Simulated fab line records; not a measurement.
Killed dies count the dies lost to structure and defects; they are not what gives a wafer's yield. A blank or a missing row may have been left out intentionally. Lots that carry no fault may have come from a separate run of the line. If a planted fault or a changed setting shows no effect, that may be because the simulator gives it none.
fab line records	flow n5_finfet	part 1 of 2: steps 1 to 5 of 7
record lots=14	wafers=42	last_day=20
route steps=1938 shown GATE_CUT@502 MOL_CONTACT_COAG@535 BEOL_M4@1111
lots with no fault: from the same line, run without faults
start_h: the number of hours between the record's first day and the start of the first shown wafer of the lot	wait_h: hours since the lot's step before	" identical to the entry in the row above	L1.1+2: several wafers, shown together as one row	- no value, or no start given	* or withheld: withheld	< > ~ a bound
route shown NAME@n: names a module that has steps shown in the file, with the first one's number in the route	usual: average and standard deviation across the fault-free wafers	same: alike in all rows	chamber/n: place in a boat	sites: readings site by site	_std_site: the values' standard deviation	_edge_site: inner sites' mean taken away from outer sites' mean	radius_mm: for every site, how far away it sits from the centre of the wafer	mask NAME#n: copy n	behind: the most recent tool/chamber to have shaped the wafer	hold: why the lot went on hold/how many hours it stayed there/how the hold came to an end	device: the transistor (n, p or np) that didn't switch	end of line: tests of these same wafers at the route's end	step lacking rows: just its recipe	killed: dies that structure and defects cost at the first sort, which is not the same as the wafer's yield	map: a wafer's dies, marking killed ones x, the rest . and places with no die _
set.NAME: setting as actually run; set.NAME@STEP: the setting as run at that earlier step	model.NAME: the simulator's own value behind a step, which no gauge read
the route's steps for a sample of lots (tables are steps, rows are wafers)
services: when a tool's chamber went out of use (start_h, in hours from the record's first day, below 0 if earlier), for how many hours, and the reason
## steps
# step N5_GATE_CUT_CUT_ETCH_55
# recipe chemistry=BCl3	target=HfO2	mask_material=SiO2	target_depth_a=32	ion_energy_ev=30	pressure_mtorr=5	icp_w=450	bias_w=18	bcl3_flow_sccm=80
# usual bcl3_flow_sccm=79.99/0.26	bias_w=17.99/0.054	drypump_motor_current_A=5.4/0.46	he_backside_leak_sccm=3.46/0.18	oes_product_au=0.76/0.11	throttle_valve_pct=32.89/0.16
lot.wafer	tool	chamber	start_h	wait_h	bcl3_flow_sccm	bias_w	drypump_motor_current_A	he_backside_leak_sccm	oes_product_au	rf_hours_counter_h	throttle_valve_pct
L907.1	rie_metal-03	0	93.83	0.0	79.22	18.05	5.9	3.17	0.65	106	33.13
L907.5	"	1	"	"	80.57	18.06	5.4	3.07	0.83	-	33.02
L907.6	"	0	"	"	79.76	17.98	6.0	3.28	0.64	-	33.14
L908.2	rie_metal-03	1	99.23	0.0	80.20	17.96	5.4	3.21	0.83	27	33.02
L908.3	"	0	"	"	79.67	18.08	6.0	3.33	0.63	-	33.14
L908.5	"	1	"	"	79.77	17.96	5.4	3.26	0.83	-	33.02
L909.4	rie_metal-01	0	102.86	0.1	80.24	18.05	5.0	3.41	0.87	-	32.72
L909.5	"	0	"	"	80.22	17.98	5.0	3.55	0.87	-	32.73
L909.6	"	0	"	"	79.51	18.01	5.0	3.60	0.88	-	32.74
L910.1	rie_metal-02	1	109.12	0.0	80.21	18.07	5.0	3.69	0.67	92	32.70
L910.2	"	0	"	"	79.96	18.00	6.1	3.56	0.87	16	32.98
L910.6	"	1	"	"	80.22	18.09	5.0	3.56	0.67	-	32.71
L918.2	rie_metal-03	1	158.51	0.0	80.56	17.95	5.4	3.51	0.81	33	33.03
L918.4	"	0	"	"	79.68	17.96	6.0	3.44	0.63	-	33.15
L918.6	"	1	"	"	80.29	18.00	5.4	3.35	0.82	-	33.02
L919.2	rie_metal-01	1	164.42	0.0	79.80	18.08	5.0	3.45	0.61	126	32.94
L919.5	"	1	"	"	80.01	18.00	5.0	3.57	0.60	-	32.95
L919.6	"	0	"	"	79.70	17.99	5.0	3.48	0.85	-	32.72
L920.1	rie_metal-01	0	167.24	0.0	79.69	18.03	5.0	3.61	0.85	21	32.76
L920.2	"	1	"	"	79.98	18.06	5.0	3.86	0.60	127	32.96
L920.4	"	0	"	"	79.71	17.94	5.0	3.59	0.85	-	32.73
L921.1	rie_metal-01	0	174.74	0.0	80.36	17.94	5.0	3.47	0.84	22	32.72
L921.2	"	1	"	"	79.54	18.08	5.0	3.29	0.60	127	32.95
L921.6	"	1	"	"	79.60	18.03	5.0	3.51	0.59	-	32.96
L922.2	rie_metal-02	1	184.39	0.0	80.00	18.08	5.0	3.41	0.66	99	32.73
L922.4	"	0	"	"	79.98	17.96	6.0	3.53	0.84	-	33.00
L922.6	"	1	"	"	79.95	17.93	5.0	3.46	0.66	-	32.71
L923.2	rie_metal-02	1	187.50	0.0	80.06	18.01	5.0	3.02	0.65	100	32.71
L923.4	"	0	"	"	80.36	17.99	6.0	3.49	0.84	-	33.00
L923.6	"	1	"	"	79.66	18.04	5.0	3.33	0.66	-	32.73
L924.3	rie_metal-03	1	193.25	0.0	79.83	18.00	5.4	3.42	0.80	-	33.04
L924.4	"	0	"	"	80.34	17.98	5.9	3.50	0.63	-	33.14
L924.5	"	1	"	"	80.14	18.05	5.4	3.27	0.80	-	33.04
L925.1	rie_metal-02	1	200.47	0.0	80.42	17.99	5.0	3.57	0.65	101	32.72
L925.2	"	0	"	"	80.01	18.00	6.0	3.48	0.84	24	33.01
L925.5	"	0	"	"	80.26	17.89	6.0	3.32	0.83	-	33.01
L927.1	rie_metal-02	1	212.28	0.0	79.67	18.01	5.0	3.40	0.65	102	32.72
L927.4	"	1	"	"	79.98	18.04	5.0	3.51	0.65	-	32.73
L927.5	"	0	"	"	80.23	17.85	6.1	3.53	0.84	-	33.00
L928.1	rie_metal-01	0	218.70	0.0	80.59	17.97	5.0	3.35	0.83	27	32.76
L928.4	"	1	"	"	79.75	17.97	5.0	3.49	0.98	-	32.73
L928.6	"	0	"	"	80.07	17.86	4.9	3.37	0.84	-	32.75
# step N5_MOL_CONTACT_COAG_CONTACT_ETCH_14
# recipe chemistry=C4F6/O2	target=SiO2	target_depth_a=275	overetch_a=85	mask_material=SOC	pressure_mtorr=30	source_w=370	bias_w=185	Ar_flow_sccm=300	C4F6_flow_sccm=16	O2_flow_sccm=10	time_s=20	ion_energy_ev=259.6
# usual C4F6_flow_sccm=16.00/0.044	O2_flow_sccm=10.00/0.033	bias_w=185.0/0.58	drypump_motor_current_A=5.48/0.22	oes_product_au=0.68/0.063	rf_vpp_V=693/3.1	showerhead_plenum_p_Torr=2.88/0.081	throttle_valve_pct=21.21/0.22
lot.wafer	tool	chamber	start_h	wait_h	C4F6_flow_sccm	O2_flow_sccm	bias_w	drypump_motor_current_A	oes_product_au	rf_hours_counter_h	rf_vpp_V	showerhead_plenum_p_Torr	throttle_valve_pct
L907.1	rie_diel-06	2	97.29	0.0	15.90	10.00	184.9	5.26	0.63	161	692	2.88	21.00
L907.5	"	2	"	"	15.94	9.98	185.0	5.26	0.63	-	692	2.88	21.01
L907.6	"	3	"	"	16.06	10.10	185.3	5.30	0.71	-	692	2.91	21.34
L908.2	rie_diel-05	2	102.81	0.0	16.02	10.06	185.4	5.91	0.64	171	694	2.88	21.11
L908.3	"	3	"	"	15.95	9.97	184.4	5.60	0.83	4	695	2.95	21.09
L908.5	"	0	"	"	15.97	9.96	184.7	5.10	0.65	-	697	2.99	21.54
L909.4	rie_diel-03	3	106.45	0.0	-	-	-	-	-	-	-	-	-
L909.5	"	3	"	"	-	-	-	-	-	-	-	-	-
L909.6	"	0	"	"	-	-	-	-	-	-	-	-	-
L910.1	rie_diel-06	0	113.11	0.0	-	-	-	-	-	-	-	-	-
L910.2	"	2	"	"	-	-	-	-	-	-	-	-	-
L910.6	"	2	"	"	-	-	-	-	-	-	-	-	-
L918.2	rie_diel-05	1	162.09	0.0	15.97	10.03	184.1	5.54	0.59	249	695	2.94	21.47
L918.4	"	3	"	"	15.97	9.96	184.9	5.61	0.78	25	694	2.94	21.12
L918.6	"	2	"	"	16.02	9.98	185.1	5.86	0.62	-	690	2.87	21.19
L919.2	rie_diel-05	2	168.09	0.0	15.98	9.99	185.5	5.88	0.62	193	692	2.87	21.16
L919.5	"	2	"	"	16.01	9.98	185.8	5.89	0.62	-	691	2.87	21.16
L919.6	"	3	"	"	15.97	9.99	185.0	5.61	0.79	-	694	2.94	21.14
L920.1	rie_diel-03	2	170.92	0.0	16.04	10.01	185.2	5.60	0.64	142	685	2.66	21.30
L920.2	"	0	"	"	15.97	10.02	184.6	5.47	0.62	161	693	2.88	21.22
L920.4	"	1	"	"	16.01	9.97	185.0	5.43	0.75	37	694	2.93	20.86
L921.1	rie_diel-03	3	178.63	0.0	15.96	9.99	183.7	5.28	0.73	47	694	2.92	21.46
L921.2	"	0	"	"	16.01	10.02	185.2	5.45	0.62	164	691	2.88	21.24
L921.6	"	1	"	"	16.01	9.99	185.7	5.42	0.75	-	693	2.92	20.86
L922.2	rie_diel-06	0	189.32	0.0	16.01	10.02	185.1	5.53	0.63	184	688	2.75	21.47
L922.4	"	1	"	"	15.93	10.00	184.7	5.89	0.68	89	694	2.92	20.89
L922.6	"	2	"	"	16.01	10.00	185.9	5.27	0.61	-	691	2.86	21.05
L923.2	rie_diel-05	3	191.47	0.0	16.02	9.97	185.6	5.61	0.77	37	694	2.93	21.13
L923.4	"	1	"	"	16.00	9.98	185.2	5.55	0.82	3	696	2.94	21.13
L923.6	"	0	"	"	15.99	9.98	183.9	5.11	0.63	-	697	2.98	21.58
L924.3	rie_diel-03	0	196.71	0.0	16.03	10.03	184.0	5.44	0.62	171	692	2.87	21.24
L924.4	"	1	"	"	16.04	9.99	185.6	5.47	0.75	47	694	2.92	20.87
L924.5	"	1	"	"	16.03	9.98	185.0	5.44	0.74	-	694	2.92	20.88
L925.1	rie_diel-06	1	204.17	0.0	16.04	9.98	185.7	5.86	0.67	94	694	2.92	20.91
L925.2	"	0	"	"	15.98	10.07	184.9	5.54	0.63	189	689	2.75	21.48
L925.5	"	3	"	"	16.02	10.01	183.5	5.31	0.67	-	694	2.89	21.39
L927.1	rie_diel-06	3	217.18	0.0	15.95	9.97	184.4	5.32	0.67	140	693	2.89	21.42
L927.4	"	0	"	"	15.94	10.03	184.6	5.54	0.62	193	689	2.75	21.49
L927.5	"	1	"	"	15.90	9.97	184.1	5.87	0.67	-	693	2.92	20.92
L928.1	rie_diel-03	0	224.76	0.0	16.05	10.02	185.3	5.45	0.62	180	691	2.87	21.25
L928.4	"	3	"	"	15.98	9.96	185.1	5.28	0.71	63	695	2.91	21.49
L928.6	"	0	"	"	16.00	10.02	186.0	5.46	0.62	-	692	2.87	21.25
# step N5_MOL_CONTACT_COAG_ETCH_15
# recipe chemistry=CH3F/O2	target=SiNx	target_depth_a=70	mask_material=SOC	stop_on=Si:P	over_etch_frac=0.75	ion_energy_ev=120	pressure_mtorr=30	source_w=395	bias_w=73	Ar_flow_sccm=150	CH3F_flow_sccm=30	O2_flow_sccm=20
# usual CH3F_flow_sccm=29.99/0.087	O2_flow_sccm=20.00/0.057	bias_w=72.98/0.19	drypump_motor_current_A=5.48/0.22	oes_product_au=0.58/0.053	rf_vpp_V=298.7/2.3	showerhead_plenum_p_Torr=2.00/0.06	throttle_valve_pct=16.28/0.23
lot.wafer	tool	chamber	start_h	wait_h	CH3F_flow_sccm	O2_flow_sccm	bias_w	drypump_motor_current_A	oes_product_au	rf_hours_counter_h	rf_vpp_V	showerhead_plenum_p_Torr	throttle_valve_pct
L907.1	rie_diel-06	2	97.32	0.0	29.97	20.07	73.32	5.27	0.54	161	300.9	2.00	16.14
L907.5	"	2	"	"	29.87	20.00	73.18	5.28	0.54	-	302.2	2.00	16.11
L907.6	"	3	"	"	29.94	20.01	72.86	5.30	0.60	-	300.7	2.02	16.36
L908.2	rie_diel-05	2	102.84	0.0	30.09	19.92	73.15	5.89	0.54	171	301.6	2.00	16.23
L908.3	"	3	"	"	29.92	20.04	73.03	5.58	0.71	4	299.2	2.05	16.09
L908.5	"	0	"	"	29.84	20.09	72.92	5.11	0.56	-	296.2	2.08	16.59
L909.4	rie_diel-03	3	106.49	0.0	30.03	20.01	72.78	5.34	0.34	23	297.3	2.03	16.40
L909.5	"	3	"	"	29.99	20.02	73.03	5.30	0.34	-	298.2	2.04	16.42
L909.6	"	0	"	"	30.16	19.93	73.03	5.45	0.29	-	298.1	2.01	16.26
L910.1	rie_diel-06	0	113.15	0.0	29.88	19.96	73.32	5.56	0.29	157	297.1	1.92	16.45
L910.2	"	2	"	"	30.06	19.98	73.04	5.31	0.27	167	299.1	2.00	16.11
L910.6	"	2	"	"	30.00	20.00	73.05	5.28	0.28	-	302.3	2.00	16.11
L918.2	rie_diel-05	1	162.12	0.0	30.09	20.03	72.80	5.53	0.51	249	298.7	2.05	16.61
L918.4	"	3	"	"	29.85	19.93	73.04	5.61	0.68	25	299.1	2.04	16.14
L918.6	"	2	"	"	30.02	20.09	72.63	5.90	0.54	-	301.0	1.99	16.26
L919.2	rie_diel-05	2	168.13	0.0	29.84	20.05	72.89	5.93	0.53	193	300.5	1.99	16.26
L919.5	"	2	"	"	29.83	20.13	73.19	5.91	0.54	-	300.8	1.99	16.26
L919.6	"	3	"	"	30.00	20.06	72.79	5.59	0.67	-	299.1	2.04	16.12
L920.1	rie_diel-03	2	170.96	0.0	30.08	20.07	73.09	5.62	0.55	142	293.4	1.84	16.37
L920.2	"	0	"	"	29.92	19.91	72.86	5.43	0.54	161	296.7	2.00	16.33
L920.4	"	1	"	"	30.05	19.98	72.88	5.46	0.65	37	301.6	2.03	15.90
L921.1	rie_diel-03	3	178.67	0.0	30.05	19.94	72.77	5.27	0.63	47	298.9	2.03	16.49
L921.2	"	0	"	"	30.16	20.04	72.85	5.47	0.54	164	298.5	2.00	16.34
L921.6	"	1	"	"	29.92	20.10	72.69	5.43	0.65	-	301.0	2.03	15.89
L922.2	rie_diel-06	0	189.35	0.0	30.09	20.00	72.74	5.55	0.54	184	296.2	1.91	16.55
L922.4	"	1	"	"	30.12	20.07	72.75	5.86	0.58	89	298.4	2.03	15.95
L922.6	"	2	"	"	29.91	19.91	72.93	5.27	0.52	-	302.0	1.99	16.19
L923.2	rie_diel-05	3	191.50	0.0	29.92	19.96	73.01	5.61	0.65	37	298.9	2.04	16.16
L923.4	"	1	"	"	29.93	20.04	73.16	5.53	0.71	3	301.4	2.05	16.15
L923.6	"	0	"	"	29.94	19.94	72.94	5.12	0.55	-	295.3	2.07	16.65
L924.3	rie_diel-03	0	196.75	0.0	29.88	19.95	72.85	5.44	0.54	171	298.3	2.00	16.34
L924.4	"	1	"	"	29.85	20.07	72.66	5.45	0.64	47	299.6	2.03	15.93
L924.5	"	1	"	"	29.87	20.04	72.93	5.46	0.63	-	301.6	2.03	15.93
L925.1	rie_diel-06	1	204.21	0.0	29.94	20.01	72.80	5.88	0.58	94	298.1	2.03	15.94
L925.2	"	0	"	"	29.80	20.05	72.88	5.53	0.54	189	297.7	1.91	16.55
L925.5	"	3	"	"	29.85	19.95	72.73	5.32	0.58	-	300.6	2.01	16.45
L927.1	rie_diel-06	3	217.22	0.0	30.07	20.00	72.71	5.34	0.58	140	300.7	2.01	16.45
L927.4	"	0	"	"	29.83	20.00	72.91	5.54	0.54	193	297.2	1.90	16.58
L927.5	"	1	"	"	29.89	19.98	72.81	5.88	0.57	-	298.0	2.02	15.95
L928.1	rie_diel-03	0	224.79	0.0	30.12	19.99	73.07	5.42	0.53	180	297.2	1.99	16.35
L928.4	"	3	"	"	30.02	19.97	73.38	5.27	0.62	63	299.0	2.02	16.49
L928.6	"	0	"	"	29.98	19.98	72.83	5.46	0.54	-	298.1	1.99	16.35
# step N5_MOL_CONTACT_COAG_ETCH_110
# recipe chemistry=CF4/O2	target=Si	target_depth_a=25	time_s=8	pressure_mtorr=100	source_w=200	bias_w=12	ion_energy_ev=60	Ar_flow_sccm=100	cf4_flow_sccm=100	O2_flow_sccm=10
# usual O2_flow_sccm=10.001/0.029	bias_w=12.00/0.038	drypump_motor_current_A=5.48/0.22	oes_product_au=0.79/0.078	rf_vpp_V=128.2/1.2	showerhead_plenum_p_Torr=2.23/0.063	throttle_valve_pct=10.70/0.24
lot.wafer	tool	chamber	start_h	wait_h	O2_flow_sccm	bias_w	drypump_motor_current_A	oes_product_au	rf_hours_counter_h	rf_vpp_V	showerhead_plenum_p_Torr	throttle_valve_pct
L907.1	rie_diel-06	2	97.38	0.0	10.008	12.09	5.27	0.75	161	129.2	2.22	10.61
L907.5	"	2	"	"	9.989	12.10	5.30	0.76	-	129.7	2.22	10.62
L907.6	"	3	"	"	9.974	11.95	5.30	0.84	-	128.3	2.24	10.72
L908.2	rie_diel-05	2	102.90	0.0	9.981	11.98	5.92	0.75	171	129.3	2.22	10.69
L908.3	"	3	"	"	9.981	12.04	5.57	0.98	4	128.9	2.28	10.40
L908.5	"	0	"	"	9.956	12.06	5.13	0.76	-	126.6	2.32	10.97
L909.4	rie_diel-03	3	106.55	0.0	10.015	12.02	5.27	0.91	23	128.6	2.26	10.70
L909.5	"	3	"	"	9.991	12.02	5.26	0.91	-	126.6	2.26	10.71
L909.6	"	0	"	"	9.960	12.02	5.43	0.75	-	128.6	2.23	10.75
L910.1	rie_diel-06	0	113.21	0.0	9.991	12.03	5.54	0.75	157	125.9	2.13	10.89
L910.2	"	2	"	"	10.041	12.03	5.28	0.75	167	129.4	2.22	10.62
L910.6	"	2	"	"	9.967	12.01	5.26	0.74	-	128.1	2.22	10.63
L918.2	rie_diel-05	1	162.18	0.0	10.033	11.99	5.54	0.68	249	128.2	2.28	11.14
L918.4	"	3	"	"	10.049	11.97	5.58	0.92	25	128.9	2.27	10.45
L918.6	"	2	"	"	9.956	11.98	5.90	0.72	-	130.9	2.21	10.77
L919.2	rie_diel-05	2	168.19	0.0	10.033	12.01	5.91	0.71	193	130.6	2.21	10.77
L919.5	"	2	"	"	10.054	11.98	5.90	0.71	-	129.3	2.21	10.76
L919.6	"	3	"	"	9.972	12.02	5.58	0.91	-	126.9	2.27	10.45
L920.1	rie_diel-03	2	171.02	0.0	9.968	11.99	5.61	0.75	142	125.8	2.06	10.83
L920.2	"	0	"	"	9.958	12.00	5.43	0.72	161	127.3	2.22	10.81
L920.4	"	1	"	"	9.975	11.99	5.43	0.90	37	128.9	2.26	10.26
L921.1	rie_diel-03	3	178.73	0.0	10.003	11.94	5.28	0.87	47	127.4	2.26	10.78
L921.2	"	0	"	"	10.003	12.02	5.46	0.73	164	128.6	2.22	10.82
L921.6	"	1	"	"	9.991	12.02	5.44	0.90	-	129.5	2.26	10.28
L922.2	rie_diel-06	0	189.41	0.0	10.009	11.94	5.52	0.74	184	127.6	2.12	10.96
L922.4	"	1	"	"	10.010	11.98	5.85	0.79	89	128.0	2.25	10.37
L922.6	"	2	"	"	10.026	12.00	5.28	0.71	-	128.9	2.21	10.70
L923.2	rie_diel-05	3	191.56	0.0	9.984	11.94	5.59	0.89	37	128.3	2.27	10.49
L923.4	"	1	"	"	10.023	11.99	5.55	0.97	3	127.4	2.28	10.42
L923.6	"	0	"	"	9.999	12.03	5.12	0.73	-	127.5	2.30	11.08
L924.3	rie_diel-03	0	196.81	0.0	10.020	12.07	5.45	0.72	171	129.3	2.22	10.82
L924.4	"	1	"	"	10.006	12.00	5.45	0.88	47	129.7	2.25	10.30
L924.5	"	1	"	"	9.956	12.03	5.46	0.88	-	129.2	2.25	10.29
L925.1	rie_diel-06	1	204.27	0.0	9.987	12.02	5.83	0.79	94	127.3	2.25	10.41
L925.2	"	0	"	"	10.032	12.05	5.53	0.73	189	126.2	2.12	10.98
L925.5	"	3	"	"	9.973	11.94	5.30	0.80	-	127.1	2.23	10.83
L927.1	rie_diel-06	3	217.28	0.0	10.000	11.99	5.29	0.78	140	129.3	2.23	10.84
L927.4	"	0	"	"	10.012	11.97	5.54	0.73	193	128.0	2.12	10.99
L927.5	"	1	"	"	10.025	12.02	5.85	0.78	-	128.2	2.25	10.41
L928.1	rie_diel-03	0	224.85	0.0	9.966	12.02	5.46	0.72	180	128.1	2.22	10.87
L928.4	"	3	"	"	9.990	12.01	5.27	0.85	63	127.6	2.25	10.83
L928.6	"	0	"	"	9.995	11.96	5.47	0.72	-	127.6	2.22	10.85
# step N5_MOL_CONTACT_COAG_CD_MEAS_99
# recipe target_cd_nm=17.2	polarity=opening
# usual cd_nm=17.26/0.28
lot.wafer	tool	chamber	start_h	wait_h	cd_nm
L907.1	cd_sem-02	-	97.50	-	17.35
L907.5	"	-	"	"	17.48
L907.6	"	-	"	"	17.49
L908.2	cd_sem-03	-	103.02	-	17.10
L908.3	"	-	"	"	17.73
L908.5	"	-	"	"	17.42
L909.4	cd_sem-03	-	106.67	-	-
L909.5	"	-	"	"	-
L909.6	"	-	"	"	-
L910.1	cd_sem-01	-	113.32	-	-
L910.2	"	-	"	"	-
L910.6	"	-	"	"	-
L918.2	cd_sem-01	-	162.30	-	17.27
L918.4	"	-	"	"	17.74
L918.6	"	-	"	"	17.02
L919.2	cd_sem-03	-	168.31	-	17.17
L919.5	"	-	"	"	17.19
L919.6	"	-	"	"	17.71
L920.1	cd_sem-02	-	171.14	-	17.36
L920.2	"	-	"	"	17.62
L920.4	"	-	"	"	17.85
L921.1	cd_sem-01	-	178.85	-	17.27
L921.2	"	-	"	"	16.99
L921.6	"	-	"	"	17.37
L922.2	cd_sem-03	-	189.53	-	17.18
L922.4	"	-	"	"	17.21
L922.6	"	-	"	"	17.28
L923.2	cd_sem-02	-	191.69	-	17.62
L923.4	"	-	"	"	17.40
L923.6	"	-	"	"	16.88
L924.3	cd_sem-03	-	196.93	-	17.28
L924.4	"	-	"	"	17.52
L924.5	"	-	"	"	17.23
L925.1	cd_sem-01	-	204.39	-	17.40
L925.2	"	-	"	"	17.13
L925.5	"	-	"	"	16.95
L927.1	cd_sem-01	-	217.40	-	17.16
L927.4	"	-	"	"	16.91
L927.5	"	-	"	"	17.56
L928.1	cd_sem-01	-	224.97	-	17.54
L928.4	"	-	"	"	17.26
L928.6	"	-	"	"	17.00
## key
first_sign step=N5_MOL_CONTACT_COAG_CONTACT_ETCH_14	reading=tool_record	direction=missing
effect step=N5_MOL_CONTACT_COAG_ETCH_15	reading=oes_product_au	direction=down	sigmas=5.3	usual=0.58	struck=0.30
effect step=N5_MOL_CONTACT_COAG_CD_MEAS_99	reading=cd_nm	direction=missing
met_at N5_MOL_CONTACT_COAG_CONTACT_ETCH_14
struck_lots L909,L910
later_rows_left_out L909.4,L909.5,L909.6,L910.1,L910.2,L910.6
sort_left_out L909.4,L909.5,L909.6,L910.1,L910.2,L910.6
tester_left_out L909,L910
not_acting_at N5_GATE_CUT_CUT_ETCH_55,N5_MOL_CONTACT_COAG_ETCH_110,N5_MOL_CONTACT_COAG_SIL_ANNEAL_21
onset_between 97.29 106.45
fault kind=skipped_step_whole	tool=rie_diel-03,rie_diel-06	chamber=-	onset_h=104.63	steps=N5_MOL_CONTACT_COAG_CONTACT_ETCH_14	scope=struck_lots_only
# tester_left_out: of these lots the tester's yield and bins aren't shown, on N5 and GAA mostly nor the transistor test; their killed dies are dies lost to structure and defects alone, not to doping, threshold or leakage, so they don't give the yield
# sort_left_out: the simulated sort isn't trusted on such a fault, so these wafers' sort isn't shown, and their yield isn't known
# later_rows_left_out: the simulator's readings of these wafers behind a module that went badly wrong aren't trusted and aren't shown, but for the sort
